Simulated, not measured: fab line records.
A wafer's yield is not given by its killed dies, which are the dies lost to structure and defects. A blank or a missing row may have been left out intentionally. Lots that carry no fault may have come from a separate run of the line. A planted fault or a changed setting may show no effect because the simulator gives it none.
Comparing a struck lot with a sound one :: flow n5-finfet :: 32 steps out of a route of 1938
Sound: the wafers L989.1, L989.4, L989.5. Struck: wafer L977.5; the same lot's L977.6 was not struck, so it is left out; see the end for the cause.
Each step with rows lists, per side, the tool, then ch with its chambers, then its first start. Under that, the readings that differ: sound wafers :: struck wafers :: difference of the means :: sigmas: that difference in standard deviations of wafers without a fault.
alike: same words and numbers on both sides, and readings whose means sit less than 2 such deviations apart. not compared: any withheld reading, any reading some wafer has no value for, any bound like >300 that may hide the same value, and any number with overlapping values for which the record gives no deviation.
The two part at a step that has a row with sigmas, a row that says differs or no value, or rows on one side only. Numbers that don't overlap but have no deviation are shown without sigmas and don't part them. A reading missing from all wafers of one side parts the sides only when that side holds two or more wafers.

first, 10 steps without rows for these wafers: N5_DUMMY_GATE_ETCH_44 (etches poly-Si in HBr/O2, stops on SiO2, target depth 127.5 nm); N5_DUMMY_GATE_ETCH_42 (etches SiO2 in CHF3/O2, target depth 3.5 nm, time 31 s); N5_DUMMY_GATE_STRIP_48 (strips in N2/H2, time 20 s); N5_DUMMY_GATE_PRECLEAN_33 (cleans in dHF, time 10 s); N5_DUMMY_GATE_PRECLEAN_25 (cleans in O3/DIW, time 45 s); N5_DUMMY_GATE_PRECLEAN_51 (cleans in SC2, time 45 s); N5_DUMMY_GATE_SRD_26 (time 30 s); N5_DUMMY_GATE_UV_OZONE_45 (time 120 s); N5_SPACER0_ALD_07 (deposits SiNx, target thk 2 nm); N5_SPACER0_ALD_00 (deposits SiOCN, target thk 3.5 nm, pulse time 3 s, purge time 2 s).
N5_SPACER0_ALD_08: deposits SiNx, target thk 2 nm.
  sound on ald-sin-01 ch 0,3, day 8 21:01; struck on ald-sin-03 ch 0, day 5 20:51
reading: model.SiNx_of_SPACER0_ALD_08.thk-nm (nm)
sound: 2 2 2
struck: 2.6
difference: +0.6
sigmas: 
  alike: heater-power-w
  not compared: since-wet-clean-h
then, 18 steps without rows for these wafers: N5_SD_EPI_N_COAT_32 (time 60 s, resist thk 350 nm); N5_SD_EPI_N_COAT_33 (time 60 s, resist thk 35 nm); N5_SD_EPI_N_COAT_03 (resist thk 150 nm); N5_SD_EPI_N_EBR_05; N5_SD_EPI_N_SOFTBAKE_04 (time 60 s); N5_SD_EPI_N_EXPOSE_06 (exposes mask SD N BLK, target cd 120 nm); N5_SD_EPI_N_PEB_07 (peb time 60 s); N5_SD_EPI_N_DEVELOP_08 (develop time 30 s); N5_SD_EPI_N_DESCUM_14 (chemistry O2, time 7.9 s); N5_SD_EPI_N_ETCH_34 (etches SiARC in CF4, target depth 45.5 nm, time 75.8 s); N5_SD_EPI_N_ETCH_35 (etches SOC in N2/H2, overetch 108 nm, time 486 s); N5_SD_EPI_N_STRIP_36 (strips in N2/H2); N5_SD_EPI_N_ETCHBACK_44 (etches SiNx in CH3F/O2, stops on SiO2, target depth 14.5 nm); N5_SD_EPI_N_ETCH_45 (etches SiOCN in CH3F/O2, target depth 6 nm); N5_SD_EPI_N_ETCH_16 (etches SiO2 in CHF3/O2, target depth 5 nm); N5_SD_EPI_N_STRIP_47 (strips in CHF3/O2); N5_SD_EPI_N_SD_RECESS_17 (chemistry HBr/Cl2/O2, target depth 41 nm, time 23.7 s, bt time 3 s); N5_SD_EPI_N_STRIP_38 (strips in N2/H2).
N5_SD_EPI_N_WET_ETCH_43: etches SiO2 in dHF, time 14 s, target depth 1.5 nm.
  sound on wet-bench-04 ch 0,2,7, day 8 22:32; struck on wet-bench-05 ch 0, day 5 22:22
reading: model.SiNx_of_SPACER0_ALD_08.thk-nm (nm)
sound: 1.6 1.6 1.6
struck: 2.2
difference: +0.6
sigmas: 
then, 2 steps without rows for these wafers: N5_SD_EPI_N_STRIP_18 (strips in SPM, time 750 s); N5_PASSIVATION_PROBE_49.

== WHERE THEY PART ==
Nowhere in this record.

WHY: whatever the simulator had introduced
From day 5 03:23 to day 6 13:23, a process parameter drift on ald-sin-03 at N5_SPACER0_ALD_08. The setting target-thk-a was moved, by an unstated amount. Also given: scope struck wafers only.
